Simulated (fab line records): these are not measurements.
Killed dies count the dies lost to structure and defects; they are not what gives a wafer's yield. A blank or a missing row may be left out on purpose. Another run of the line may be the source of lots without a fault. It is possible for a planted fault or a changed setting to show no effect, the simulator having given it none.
Problem report, 8D (eight disciplines) form, completed by code / flow nandHarc / the parts of the form that need people (team, actions taken, sign-off) are left out

## 1. WHAT IS WRONG
Wafers without a fault read 56, standard deviation 19; killedAtArray at NHARC_END_SORT_01 reads a mean of 673 on 6 wafers belonging to 2 lots. That is +32 standard deviations from the usual mean.
Seen first at day 28 18:31 on prober-02, wafer L938.1. At this step, 18 wafers from 6 lots have a number in the record. The rule behind "out" and "out of limits": a value lying over 4 standard deviations away from the usual mean. The other wafers with a number count as sound.

## 2. WHAT THIS IS AND IS NOT
question=which readings at this step | is=killedAtArray, killedDies | is not=killedAtOther, killedAtPeriphery, killedOpen, killedShort
question=which lots | is=L938, L939 | is not=L930, L935, L941, L947
question=which wafers of those lots | is=all that have a number | is not=-
question=read on which gauges | is=prober-01, prober-02 | is not=-
question=when | is=from day 28 18:31 | is not=up to then (6 sound wafers); but 6 sound wafers of L941, L947 came after

## 3. THE SUSPECTS, EACH WITH WHAT RULES IT OUT
Counting: a tool at a process step up to the reading stays a suspect if it ran every lot that is out and no sound lot after the first of them.
- the gauge at NHARC_END_SORT_01 has been ruled out. 2 gauges (prober-01, prober-02) read the wafers that are out.
- pecvdOnon-04 at NHARC_A_ONON_D2_DEP_12 (target thk 1000 nm): ruled out as a lasting fault. After its first lot that is out, L938 (day 17 00:58), sound lots L947 ran on it.
Left after counting: nothing in the record.

## 4. THE CAUSE (what the simulator had put in)
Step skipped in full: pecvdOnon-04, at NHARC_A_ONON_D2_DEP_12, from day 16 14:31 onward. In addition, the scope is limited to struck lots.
Counting ruled it out, wrongly: the rule takes a fault to strike every lot that its tool runs from its start on, and this one did not.

## 5. SEQUENCE OF EFFECTS, ordered by route
One row per reading whose mean, taken over the struck wafers that have a number, lies over 3 standard deviations from the usual. Only readings whose record carries a usual standard deviation are examined. hours: median over the lots of the time between each lot's start at the first step of this table that gives one and its start at this step. sigmas: the change, counted in usual standard deviations.
hours=0; step=NHARC_END_SORT_01; reading=killedAtArray; usual=56; on struck wafers=673; change=+617; sigmas=+32
hours=0; step=NHARC_END_SORT_01; reading=killedDies; usual=61; on struck wafers=677; change=+616; sigmas=+32
Readings that are blank on the struck wafers while sound wafers have them: n2FlowSccm at NHARC_A_ONON_D2_DEP_12; n2oFlowSccm at NHARC_A_ONON_D2_DEP_12; susceptorTempC at NHARC_A_ONON_D2_DEP_12.

## 6. HOW IT WOULD HAVE BEEN CAUGHT EARLIER
Counted from the fault's start at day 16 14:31, it took 292 hours until the first out-of-limits reading at a measuring or inspecting step in this record, taken at day 28 18:31.
At NHARC_A_ONON_D2_DEP_12 the tool's readings are blank on the struck wafers, where sound wafers have them: an empty tool record is the first sign, and it was there at once.
